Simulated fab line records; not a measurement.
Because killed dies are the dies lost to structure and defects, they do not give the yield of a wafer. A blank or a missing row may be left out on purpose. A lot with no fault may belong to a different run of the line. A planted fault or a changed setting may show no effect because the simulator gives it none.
fab line records	flow n5-finfet
[record] lots = 24	wafers = 72	last-day = 17
route steps=1938 shown BEOL_M2@876 BEOL_M3@933
lots that met no fault: from a run of the same line without faults
start-h: hours from the record's opening day to when the first of the lot's shown wafers began	wait-h: hours since the lot's step before	" unchanged from the row above	L1.1+2: one row covering several wafers at once	- no value present, or no start provided	* or withheld: withheld	< > ~ a bound
route shown NAME@n: a module of which the file shows steps, and the number in the route of the first	usual: mean and standard deviation over wafers with no fault	same: alike in all rows	chamber/n: place in a boat	sites: per-site readings	_std_site: the values' standard deviation	_edge_site: inner sites' mean taken away from outer sites' mean	radius-mm: for every site, how far away it sits from the centre of the wafer	mask NAME#n: copy n	behind: the most recent tool/chamber to have shaped the wafer	hold: cause of the lot's hold/its duration in hours/its outcome	device: the transistor (n, p or np) that didn't switch	end of line: the route-end tests of the same wafers	for a step that has no rows: nothing shown but its recipe	killed: the dies lost at the first sort to structure and to defects; this is not the yield of the wafer	map: dies across one wafer; x = killed, . = not, _ = none there
set.NAME: the setting the step ran with; set.NAME@STEP: the setting that earlier step ran with	model.NAME: the simulator's own value behind a step, which no gauge read
a sample of lots followed through the steps of the route, with each step as a table and each wafer as a row
services: a tool's chamber out of use, with start hour (start-h, from the record's first day; less than 0 if before it), hours out, and reason
[[steps]]
[step N5_BEOL_M2_CD_MEAS_28]
[recipe] target-cd-nm = 26.2	landing-energy-ev = 500	detector = se-inlens	target-cd-y-nm = 24.1	polarity = opening
[usual] cd-nm = 26.15/0.29
lot.wafer	tool	chamber	start-h	wait-h	cd-nm
L074.1	cd-sem-03	0	131.58	-	26.29
L074.3	"	0	"	"	25.98
L074.5	"	0	"	"	26.13
L075.2	cd-sem-02	0	141.92	-	26.24
L075.4	"	0	"	"	26.05
L075.6	"	0	"	"	26.13
L076.2	cd-sem-03	0	147.47	-	26.21
L076.4	"	0	"	"	26.30
L076.6	"	0	"	"	26.19
L077.1	cd-sem-01	0	149.41	-	25.69
L077.2	"	0	"	"	25.73
L077.6	"	0	"	"	25.96
L078.1	cd-sem-02	0	153.90	-	26.22
L078.4	"	0	"	"	26.01
L078.6	"	0	"	"	26.25
L079.1	cd-sem-03	0	158.50	-	26.28
L079.2	"	0	"	"	25.98
L079.3	"	0	"	"	26.18
L080.1	cd-sem-02	0	166.06	-	26.24
L080.5	"	0	"	"	25.87
L080.6	"	0	"	"	26.47
L081.1	cd-sem-02	0	177.83	-	25.90
L081.5	"	0	"	"	26.14
L081.6	"	0	"	"	26.36
L082.1	cd-sem-03	0	183.95	-	26.56
L082.3	"	0	"	"	26.70
L082.5	"	0	"	"	26.50
L083.1	cd-sem-02	0	188.97	-	25.89
L083.2	"	0	"	"	26.11
L083.5	"	0	"	"	25.99
L084.1	cd-sem-03	0	199.49	-	26.09
L084.3	"	0	"	"	26.09
L084.4	"	0	"	"	26.06
L085.1	cd-sem-03	0	201.87	-	26.42
L085.2	"	0	"	"	25.95
L085.6	"	0	"	"	26.33
L086.1	cd-sem-03	0	211.77	-	26.35
L086.3	"	0	"	"	26.45
L086.5	"	0	"	"	25.83
L088.3	cd-sem-03	0	213.25	-	26.52
L088.5	"	0	"	"	26.08
L088.6	"	0	"	"	26.44
L087.1	cd-sem-02	0	216.29	-	25.56
L087.2	"	0	"	"	25.81
L087.3	"	0	"	"	26.13
L089.1	cd-sem-02	0	223.08	-	25.86
L089.2	"	0	"	"	26.05
L089.5	"	0	"	"	26.40
L090.2	cd-sem-02	0	225.44	-	26.53
L090.4	"	0	"	"	26.54
L090.6	"	0	"	"	26.04
L091.1	cd-sem-03	0	234.38	-	25.84
L091.2	"	0	"	"	26.49
L091.6	"	0	"	"	26.28
L092.1	cd-sem-02	0	241.40	-	26.13
L092.2	"	0	"	"	26.30
L092.3	"	0	"	"	26.43
L093.1	cd-sem-03	0	252.58	-	26.07
L093.2	"	0	"	"	25.74
L093.3	"	0	"	"	25.83
L094.2	cd-sem-01	0	252.77	-	25.96
L094.3	"	0	"	"	25.97
L094.5	"	0	"	"	26.00
L095.1	cd-sem-02	0	267.28	-	26.03
L095.3	"	0	"	"	26.20
L095.6	"	0	"	"	25.80
L096.2	cd-sem-03	0	274.69	-	26.68
L096.3	"	0	"	"	26.85
L096.6	"	0	"	"	25.96
L097.1	cd-sem-03	0	280.92	-	25.98
L097.3	"	0	"	"	26.18
L097.6	"	0	"	"	25.99
[step N5_BEOL_M2_CD_MEAS_35]
[recipe] target-cd-nm = 18	target-cd-y-nm = 22.2	polarity = opening
[usual] cd-nm = 17.9/0.43
lot.wafer	tool	chamber	start-h	wait-h	cd-nm
L074.1	cd-sem-02	-	133.62	0.0	18.3
L074.3	"	-	"	"	18.1
L074.5	"	-	"	"	17.6
L075.2	cd-sem-02	-	143.18	0.0	17.5
L075.4	"	-	"	"	17.9
L075.6	"	-	"	"	17.7
L076.2	cd-sem-01	-	152.37	0.0	17.3
L076.4	"	-	"	"	18.0
L076.6	"	-	"	"	17.7
L077.1	cd-sem-01	-	152.69	0.0	17.6
L077.2	"	-	"	"	17.8
L077.6	"	-	"	"	18.4
L078.1	cd-sem-03	-	157.12	0.0	17.9
L078.4	"	-	"	"	18.5
L078.6	"	-	"	"	17.8
L079.1	cd-sem-02	-	160.27	0.0	17.3
L079.2	"	-	"	"	17.4
L079.3	"	-	"	"	17.4
L080.1	cd-sem-02	-	176.13	0.0	17.7
L080.5	"	-	"	"	17.7
L080.6	"	-	"	"	17.5
L081.1	cd-sem-03	-	182.87	0.0	18.5
L081.5	"	-	"	"	18.0
L081.6	"	-	"	"	17.8
L082.1	cd-sem-01	-	189.43	0.0	18.8
L082.3	"	-	"	"	17.6
L082.5	"	-	"	"	18.2
L083.1	cd-sem-03	-	197.94	0.0	18.4
L083.2	"	-	"	"	17.8
L083.5	"	-	"	"	18.7
L084.1	cd-sem-03	-	201.18	0.0	18.6
L084.3	"	-	"	"	17.6
L084.4	"	-	"	"	18.3
L085.1	cd-sem-02	-	203.95	0.0	17.4
L085.2	"	-	"	"	17.3
L085.6	"	-	"	"	17.4
L086.1	cd-sem-02	-	216.78	0.0	17.8
L086.3	"	-	"	"	17.4
L086.5	"	-	"	"	18.4
L088.3	cd-sem-03	-	217.63	0.0	18.2
L088.5	"	-	"	"	18.4
L088.6	"	-	"	"	17.8
L087.1	cd-sem-01	-	220.47	0.0	18.0
L087.2	"	-	"	"	18.2
L087.3	"	-	"	"	17.6
L089.1	cd-sem-02	-	225.23	0.0	18.2
L089.2	"	-	"	"	17.5
L089.5	"	-	"	"	18.6
L090.2	cd-sem-01	-	227.83	0.0	17.6
L090.4	"	-	"	"	18.6
L090.6	"	-	"	"	17.9
L091.1	cd-sem-03	-	236.65	0.0	17.5
L091.2	"	-	"	"	17.9
L091.6	"	-	"	"	18.3
L092.1	cd-sem-02	-	243.45	0.0	18.1
L092.2	"	-	"	"	17.7
L092.3	"	-	"	"	17.7
L093.1	cd-sem-02	-	262.90	0.0	18.6
L093.2	"	-	"	"	18.4
L093.3	"	-	"	"	18.0
L094.2	cd-sem-03	-	263.00	0.0	17.8
L094.3	"	-	"	"	17.7
L094.5	"	-	"	"	18.3
L095.1	cd-sem-02	-	269.87	0.0	18.7
L095.3	"	-	"	"	18.4
L095.6	"	-	"	"	18.5
L096.2	cd-sem-01	-	275.80	0.0	17.4
L096.3	"	-	"	"	18.2
L096.6	"	-	"	"	17.7
L097.1	cd-sem-03	-	283.32	0.0	17.5
L097.3	"	-	"	"	18.3
L097.6	"	-	"	"	17.7
[step N5_BEOL_M2_ANNEAL_82]
[recipe] temp-c = 400	time-s = 240	ambient = vacuum
[usual] heater-power-w = 823/77	susceptor_temp_C_max = 401.1/0.47
lot.wafer	tool	chamber	start-h	wait-h	heater-power-w	susceptor_temp_C_max
L074.1	pvd-sputter-02	-	136.03	0.0	875	400.3
L074.3	"	-	"	"	704	401.5
L074.5	"	-	"	"	883	400.6
L075.2	pvd-sputter-02	-	144.47	0.0	895	400.6
L075.4	"	-	"	"	793	401.2
L075.6	"	-	"	"	699	401.6
L076.2	pvd-sputter-01	-	153.79	0.0	750	400.8
L076.4	"	-	"	"	868	400.7
L076.6	"	-	"	"	850	402.0
L077.1	pvd-sputter-03	-	155.91	0.0	841	401.6
L077.2	"	-	"	"	750	401.1
L077.6	"	-	"	"	753	401.2
L078.1	pvd-sputter-03	-	159.02	0.0	736	400.5
L078.4	"	-	"	"	798	401.0
L078.6	"	-	"	"	837	401.2
L079.1	pvd-sputter-01	-	163.27	0.0	887	401.7
L079.2	"	-	"	"	901	400.7
L079.3	"	-	"	"	732	400.7
L080.1	pvd-sputter-03	-	178.25	0.0	842	401.4
L080.5	"	-	"	"	796	400.8
L080.6	"	-	"	"	831	401.0
L081.1	pvd-sputter-02	-	184.64	0.0	692	401.5
L081.5	"	-	"	"	700	402.0
L081.6	"	-	"	"	987	401.3
L082.1	pvd-sputter-03	-	190.85	0.0	797	401.4
L082.3	"	-	"	"	812	401.3
L082.5	"	-	"	"	734	400.9
L083.1	pvd-sputter-03	-	199.70	0.0	718	401.0
L083.2	"	-	"	"	794	401.5
L083.5	"	-	"	"	790	401.6
L084.1	pvd-sputter-02	-	202.47	0.0	872	400.8
L084.3	"	-	"	"	954	401.0
L084.4	"	-	"	"	818	401.2
L085.1	pvd-sputter-02	-	205.45	0.0	697	401.2
L085.2	"	-	"	"	808	401.0
L085.6	"	-	"	"	964	401.4
L086.1	pvd-sputter-01	-	218.41	0.0	761	400.6
L086.3	"	-	"	"	879	400.8
L086.5	"	-	"	"	901	400.8
L088.3	pvd-sputter-02	-	220.06	0.0	698	401.6
L088.5	"	-	"	"	699	402.3
L088.6	"	-	"	"	795	400.8
L087.1	pvd-sputter-01	-	222.25	0.0	885	401.7
L087.2	"	-	"	"	887	400.7
L087.3	"	-	"	"	760	400.8
L089.1	pvd-sputter-02	-	226.70	0.0	705	401.3
L089.2	"	-	"	"	772	401.3
L089.5	"	-	"	"	694	400.8
L090.2	pvd-sputter-03	-	229.27	0.0	823	400.7
L090.4	"	-	"	"	827	401.1
L090.6	"	-	"	"	741	400.8
L091.1	pvd-sputter-01	-	238.89	0.0	714	400.6
L091.2	"	-	"	"	865	401.1
L091.6	"	-	"	"	903	401.3
L092.1	pvd-sputter-03	-	245.00	0.0	741	400.8
L092.2	"	-	"	"	792	401.5
L092.3	"	-	"	"	840	401.4
L093.1	pvd-sputter-02	-	264.15	0.0	798	400.6
L093.2	"	-	"	"	862	400.7
L093.3	"	-	"	"	699	401.2
L094.2	pvd-sputter-01	-	264.23	0.0	753	400.9
L094.3	"	-	"	"	879	400.8
L094.5	"	-	"	"	891	402.7
L095.1	pvd-sputter-01	-	271.83	0.0	765	400.4
L095.3	"	-	"	"	864	401.7
L095.6	"	-	"	"	743	401.3
L096.2	pvd-sputter-03	-	277.18	0.0	834	401.4
L096.3	"	-	"	"	813	401.9
L096.6	"	-	"	"	861	401.3
L097.1	pvd-sputter-03	-	284.82	0.0	821	401.4
L097.3	"	-	"	"	801	401.0
L097.6	"	-	"	"	801	401.6
[step N5_BEOL_M2_ANNEAL_87]
[recipe] temp-c = 400	time-s = 240	ambient = vacuum
[usual] heater-power-w = 821/75	susceptor_temp_C_max = 401.1/0.44
lot.wafer	tool	chamber	start-h	wait-h	heater-power-w	susceptor_temp_C_max
L074.1	pvd-sputter-02	-	136.25	0.0	856	400.9
L074.3	"	-	"	"	681	401.8
L074.5	"	-	"	"	890	400.7
L075.2	pvd-sputter-02	-	144.69	0.0	888	401.1
L075.4	"	-	"	"	804	400.9
L075.6	"	-	"	"	695	402.0
L076.2	pvd-sputter-01	-	154.01	0.0	789	400.7
L076.4	"	-	"	"	872	400.5
L076.6	"	-	"	"	894	401.5
L077.1	pvd-sputter-03	-	156.13	0.0	856	400.8
L077.2	"	-	"	"	712	400.5
L077.6	"	-	"	"	726	400.4
L078.1	pvd-sputter-03	-	159.24	0.0	737	401.0
L078.4	"	-	"	"	795	401.0
L078.6	"	-	"	"	848	401.1
L079.1	pvd-sputter-01	-	163.49	0.0	890	401.8
L079.2	"	-	"	"	902	400.6
L079.3	"	-	"	"	754	401.1
L080.1	pvd-sputter-03	-	178.47	0.0	837	400.9
L080.5	"	-	"	"	806	400.9
L080.6	"	-	"	"	842	401.4
L081.1	pvd-sputter-02	-	184.86	0.0	664	401.8
L081.5	"	-	"	"	698	401.7
L081.6	"	-	"	"	991	400.7
L082.1	pvd-sputter-03	-	191.07	0.0	782	401.6
L082.3	"	-	"	"	806	400.8
L082.5	"	-	"	"	729	401.1
L083.1	pvd-sputter-03	-	199.92	0.0	746	400.6
L083.2	"	-	"	"	812	401.3
L083.5	"	-	"	"	799	401.6
L084.1	pvd-sputter-02	-	202.69	0.0	859	400.9
L084.3	"	-	"	"	957	401.1
L084.4	"	-	"	"	812	401.1
L085.1	pvd-sputter-02	-	205.67	0.0	713	401.4
L085.2	"	-	"	"	819	401.1
L085.6	"	-	"	"	932	401.0
L086.1	pvd-sputter-01	-	218.63	0.0	762	400.8
L086.3	"	-	"	"	877	400.6
L086.5	"	-	"	"	907	401.1
L088.3	pvd-sputter-02	-	220.28	0.0	703	401.4
L088.5	"	-	"	"	704	401.5
L088.6	"	-	"	"	785	401.0
L087.1	pvd-sputter-01	-	222.47	0.0	869	402.1
L087.2	"	-	"	"	873	400.8
L087.3	"	-	"	"	747	401.1
L089.1	pvd-sputter-02	-	226.92	0.0	709	401.2
L089.2	"	-	"	"	813	401.0
L089.5	"	-	"	"	699	401.6
L090.2	pvd-sputter-03	-	229.49	0.0	837	401.3
L090.4	"	-	"	"	782	400.9
L090.6	"	-	"	"	734	400.6
L091.1	pvd-sputter-01	-	239.11	0.0	757	401.2
L091.2	"	-	"	"	856	401.6
L091.6	"	-	"	"	868	401.8
L092.1	pvd-sputter-03	-	245.22	0.0	746	400.9
L092.2	"	-	"	"	791	401.4
L092.3	"	-	"	"	836	401.3
L093.1	pvd-sputter-02	-	264.37	0.0	828	400.7
L093.2	"	-	"	"	876	400.7
L093.3	"	-	"	"	699	401.6
L094.2	pvd-sputter-01	-	264.45	0.0	747	401.0
L094.3	"	-	"	"	871	400.7
L094.5	"	-	"	"	854	401.5
L095.1	pvd-sputter-01	-	272.05	0.0	752	400.6
L095.3	"	-	"	"	895	401.6
L095.6	"	-	"	"	748	400.7
L096.2	pvd-sputter-03	-	277.40	0.0	825	401.6
L096.3	"	-	"	"	772	401.5
L096.6	"	-	"	"	821	401.2
L097.1	pvd-sputter-03	-	285.04	0.0	805	402.4
L097.3	"	-	"	"	827	400.9
L097.6	"	-	"	"	795	402.5
[step N5_BEOL_M2_ANNEAL_51]
[recipe] temp-c = 225	time-s = 90	ambient = N2
[usual] wafer_temp_C_max = 226.00/0.23
lot.wafer	tool	chamber	start-h	wait-h	wafer_temp_C_max
L074.1	rtp-anneal-02	0	137.46	0.1	226.33
L074.3	"	0	"	"	226.43
L074.5	"	0	"	"	226.62
L075.2	rtp-anneal-02	0	145.95	0.1	225.99
L075.4	"	0	"	"	225.80
L075.6	"	0	"	"	225.88
L076.2	rtp-anneal-01	0	155.28	0.1	225.97
L076.4	"	0	"	"	225.70
L076.6	"	0	"	"	225.75
L077.1	rtp-anneal-02	0	157.35	0.1	225.83
L077.2	"	0	"	"	225.99
L077.6	"	0	"	"	225.67
L078.1	rtp-anneal-01	0	160.50	0.1	225.82
L078.4	"	0	"	"	225.85
L078.6	"	0	"	"	225.87
L079.1	rtp-anneal-01	0	164.71	0.1	225.65
L079.2	"	0	"	"	225.63
L079.3	"	0	"	"	226.22
L080.1	rtp-anneal-02	0	179.69	0.1	225.97
L080.5	"	0	"	"	225.76
L080.6	"	0	"	"	225.90
L081.1	rtp-anneal-01	0	186.08	0.1	225.77
L081.5	"	0	"	"	225.70
L081.6	"	0	"	"	226.11
L082.1	rtp-anneal-02	0	192.29	0.1	226.28
L082.3	"	0	"	"	225.73
L082.5	"	0	"	"	225.95
L083.1	rtp-anneal-02	0	201.66	0.6	226.03
L083.2	"	0	"	"	225.88
L083.5	"	0	"	"	225.60
L084.1	rtp-anneal-01	0	203.90	0.1	225.76
L084.3	"	0	"	"	226.02
L084.4	"	0	"	"	225.64
L085.1	rtp-anneal-01	0	206.88	0.1	226.22
L085.2	"	0	"	"	226.03
L085.6	"	0	"	"	225.94
L086.1	rtp-anneal-02	0	219.85	0.1	226.28
L086.3	"	0	"	"	225.88
L086.5	"	0	"	"	226.58
L088.3	rtp-anneal-02	0	221.58	0.1	226.08
L088.5	"	0	"	"	225.83
L088.6	"	0	"	"	226.07
L087.1	rtp-anneal-02	0	223.68	0.1	225.97
L087.2	"	0	"	"	225.94
L087.3	"	0	"	"	225.86
L089.1	rtp-anneal-02	0	228.13	0.1	226.28
L089.2	"	0	"	"	226.38
L089.5	"	0	"	"	226.30
L090.2	rtp-anneal-01	0	230.75	0.1	226.34
L090.4	"	0	"	"	225.69
L090.6	"	0	"	"	226.01
L091.1	rtp-anneal-01	0	240.32	0.1	226.25
L091.2	"	0	"	"	226.40
L091.6	"	0	"	"	225.89
L092.1	rtp-anneal-02	0	246.55	0.2	226.37
L092.2	"	0	"	"	225.75
L092.3	"	0	"	"	226.07
L093.1	rtp-anneal-01	0	265.58	0.1	225.83
L093.2	"	0	"	"	226.40
L093.3	"	0	"	"	225.84
L094.2	rtp-anneal-02	0	265.72	0.1	225.67
L094.3	"	0	"	"	225.89
L094.5	"	0	"	"	226.25
L095.1	rtp-anneal-01	0	273.26	0.1	226.08
L095.3	"	0	"	"	226.22
L095.6	"	0	"	"	226.30
L096.2	rtp-anneal-01	0	278.66	0.1	225.86
L096.3	"	0	"	"	226.34
L096.6	"	0	"	"	226.22
L097.1	rtp-anneal-01	0	286.26	0.1	226.05
L097.3	"	0	"	"	225.71
L097.6	"	0	"	"	225.79
[step N5_BEOL_M3_PECVD_72]
[recipe] material = SiO2	target-thk-a = 160	temp-c = 400	precursor = TEOS/O2	pressure-torr = 5.5	rf-w = 450	teos-flow-sccm = 53.8	gas = O2	flow-sccm = 3000	time-s = 18
[usual] chamber-pressure-Torr = 5.501/0.011	heater-power-w = 728/75	showerhead-plenum-p-Torr = 8.79/0.059	throttle-valve-pct = 22.2/1.2
lot.wafer	tool	chamber	start-h	wait-h	chamber-pressure-Torr	heater-power-w	showerhead-plenum-p-Torr	throttle-valve-pct
L074.1	pecvd-03	0	138.50	0.0	5.490	682	8.73	22.4
L074.3	"	1	"	"	5.509	714	8.74	21.7
L074.5	"	0	"	"	5.507	677	8.73	22.5
L075.2	pecvd-02	1	146.99	0.0	5.466	778	8.84	22.3
L075.4	"	0	"	"	5.487	599	8.77	24.5
L075.6	"	2	"	"	5.483	694	8.78	21.6
L076.2	pecvd-04	0	156.32	0.0	5.484	719	8.88	21.0
L076.4	"	1	"	"	5.492	810	8.92	23.2
L076.6	"	0	"	"	5.493	710	8.85	20.7
L077.1	pecvd-02	2	158.58	0.0	5.519	707	8.81	21.7
L077.2	"	1	"	"	5.501	777	8.84	22.5
L077.6	"	2	"	"	5.509	704	8.79	21.6
L078.1	pecvd-03	2	161.52	0.0	5.491	848	8.74	21.8
L078.4	"	0	"	"	5.509	776	8.72	22.4
L078.6	"	1	"	"	5.490	700	8.75	21.6
L079.1	pecvd-03	2	165.92	0.0	5.495	868	8.74	21.6
L079.2	"	0	"	"	5.496	658	8.75	22.4
L079.3	"	1	"	"	5.501	749	8.74	21.7
L080.1	pecvd-02	0	180.71	0.0	5.519	573	8.80	24.2
L080.5	"	2	"	"	5.499	717	8.79	21.6
L080.6	"	0	"	"	5.507	575	8.78	24.5
L081.1	pecvd-03	1	187.11	0.0	5.496	644	8.72	21.4
L081.5	"	2	"	"	5.506	831	8.73	21.8
L081.6	"	0	"	"	5.487	743	8.73	22.2
L082.1	pecvd-02	0	193.31	0.0	5.510	698	8.79	24.2
L082.3	"	2	"	"	5.519	578	8.83	21.6
L082.5	"	1	"	"	5.499	813	8.85	22.4
L083.1	pecvd-03	2	202.68	0.0	5.501	859	8.76	21.9
L083.2	"	1	"	"	5.496	742	8.73	21.5
L083.5	"	2	"	"	5.508	858	8.74	21.5
L084.1	pecvd-02	2	204.93	0.0	5.508	693	8.80	21.8
L084.3	"	1	"	"	5.495	803	8.84	22.2
L084.4	"	2	"	"	5.508	705	8.81	21.9
L085.1	pecvd-03	1	207.93	0.0	5.529	685	8.73	21.6
L085.2	"	0	"	"	5.503	769	8.74	22.0
L085.6	"	0	"	"	5.514	764	8.74	22.1
L086.1	pecvd-04	0	220.87	0.0	5.519	751	8.88	21.1
L086.3	"	2	"	"	5.491	792	8.78	19.4
L086.5	"	1	"	"	5.509	681	8.93	23.2
L088.3	pecvd-04	2	222.54	0.0	5.503	796	8.77	19.4
L088.5	"	2	"	"	5.508	804	8.79	19.4
L088.6	"	0	"	"	5.499	737	8.86	21.0
L087.1	pecvd-02	0	224.75	0.0	5.498	552	8.78	24.4
L087.2	"	1	"	"	5.492	782	8.84	22.3
L087.3	"	2	"	"	5.484	638	8.81	21.6
L089.1	pecvd-03	1	229.18	0.0	5.505	660	8.73	22.0
L089.2	"	0	"	"	5.503	769	8.70	22.0
L089.5	"	2	"	"	5.486	752	8.75	21.8
L090.2	pecvd-04	1	231.72	0.0	5.515	771	8.91	23.2
L090.4	"	0	"	"	5.534	698	8.87	21.3
L090.6	"	2	"	"	5.503	760	8.77	19.6
L091.1	pecvd-03	2	241.36	0.0	5.495	773	8.70	21.9
L091.2	"	0	"	"	5.491	725	8.75	22.2
L091.6	"	2	"	"	5.493	752	8.74	22.0
L092.1	pecvd-02	1	248.24	0.0	5.522	722	8.86	22.5
L092.2	"	0	"	"	5.501	611	8.80	24.5
L092.3	"	2	"	"	5.502	633	8.83	22.0
L093.1	pecvd-03	0	266.60	0.0	5.500	760	8.78	22.1
L093.2	"	2	"	"	5.490	838	8.75	21.8
L093.3	"	1	"	"	5.520	737	8.72	22.1
L094.2	pecvd-02	1	266.71	0.0	5.514	790	8.83	22.6
L094.3	"	0	"	"	5.493	581	8.80	24.5
L094.5	"	1	"	"	5.503	767	8.86	22.4
L095.1	pecvd-03	1	274.55	0.0	5.500	712	8.73	21.7
L095.3	"	0	"	"	5.502	756	8.73	22.2
L095.6	"	2	"	"	5.511	836	8.74	22.4
L096.2	pecvd-04	1	279.63	0.0	5.498	790	8.93	23.4
L096.3	"	0	"	"	5.490	660	8.89	21.6
L096.6	"	2	"	"	5.497	803	8.78	19.7
L097.1	pecvd-02	0	287.28	0.0	5.492	617	8.78	24.7
L097.3	"	2	"	"	5.501	668	8.81	21.9
L097.6	"	0	"	"	5.489	608	8.79	24.3
[[services]]
tool	chamber	start-h	hours	kind
pvd-sputter-02	-	121.61	1.8	repair
pecvd-03	-	122.85	0.5	repair
pecvd-03	2	133.50	2.1	scheduled-down
pecvd-04	-	137.74	1.3	repair
pecvd-04	2	140.57	11.5	repair
pecvd-02	2	142.43	2.1	scheduled-down
pecvd-02	1	152.91	1.9	repair
pecvd-04	-	180.14	0.9	repair
rtp-anneal-02	-	197.54	3.0	pm
pecvd-04	1	209.48	10.2	repair
pecvd-03	-	221.28	2.8	pm
pecvd-02	-	225.45	14.6	pm
pvd-sputter-01	-	252.79	1.5	repair
pecvd-02	1	253.92	5.5	scheduled-down
pecvd-04	1	256.77	2.0	repair
pecvd-04	1	272.86	2.1	scheduled-down
pecvd-02	0	277.57	2.1	scheduled-down
[[key]]
fault none
